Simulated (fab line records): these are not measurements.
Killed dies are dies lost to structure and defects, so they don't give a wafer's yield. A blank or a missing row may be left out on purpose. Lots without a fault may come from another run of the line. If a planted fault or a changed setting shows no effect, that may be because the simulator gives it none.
Chamber matching -- flow n5-finfet -- rie-diel-05 running N5_BEOL_M3_DESCUM_33: 4 sister chambers
The step chemistry O2, time 7 s. 16 wafers are shown with their chamber, then 8 later ones without.

## EACH WAFER AND ITS CHAMBER
wafer,chamber,showerhead-plenum-p-Torr (Torr),throttle-valve-pct (%),oes-product-au (a.u.)
L076.4,2,2.03,20.51,0.82
L076.5,0,1.97,20.46,0.70
L076.6,1,2.09,20.75,0.71
L080.2,2,2.02,20.52,0.80
L080.5,0,1.97,20.50,0.70
L080.6,1,2.08,20.78,0.71
L085.2,0,1.97,20.48,0.69
L085.3,3,2.22,20.28,0.86
L085.4,1,2.08,20.78,0.70
L086.1,2,2.02,20.52,0.81
L086.5,1,2.08,20.78,0.70
L086.6,2,2.02,20.54,0.80
L090.1,3,2.21,20.30,0.85
L090.3,2,2.02,20.56,0.80
L090.4,0,1.97,20.51,0.68
L091.1,2,2.02,20.55,0.79

SIGNATURES, as means of the wafers listed above
reading,chamber 0,chamber 1,chamber 2,chamber 3,scatter within a chamber
showerhead-plenum-p-Torr,1.9700,2.0825,2.0217,2.2150,0.00417
throttle-valve-pct,20.4875,20.7725,20.5333,20.2900,0.0189
oes-product-au,0.6925,0.7050,0.8033,0.8550,0.00894
Rule: a wafer lies at a distance from a chamber equal to the root of the sum of squares, over the readings, of (its reading less the chamber's mean, divided by the reading's scatter). The wafer belongs to the nearest chamber; if the next one is less than 2 further off, it can't be placed. The scatter: take each reading less its chamber's mean, square it, sum over the shown wafers, divide by the number of wafers less the number of chambers, and take the root.

## WAFERS WITHOUT THEIR CHAMBER
wafer,showerhead-plenum-p-Torr (Torr),throttle-valve-pct (%),oes-product-au (a.u.)
L091.2,2.21,20.30,0.83
L091.3,1.96,20.50,0.68
L094.1,2.02,20.57,0.79
L094.5,2.08,20.80,0.69
L094.6,2.02,20.58,0.80
L096.1,2.08,20.79,0.69
L096.2,2.01,20.58,0.78
L096.4,2.08,20.80,0.69

## EACH ONE'S CHAMBER
wafer,from the rows above,in truth
L091.2,3,3
L091.3,0,0
L094.1,2,2
L094.5,1,1
L094.6,2,2
L096.1,1,1
L096.2,2,2
L096.4,1,1
8 of 8 placed correctly. Left unplaced by these rows: 0. Wrongly placed: 0.
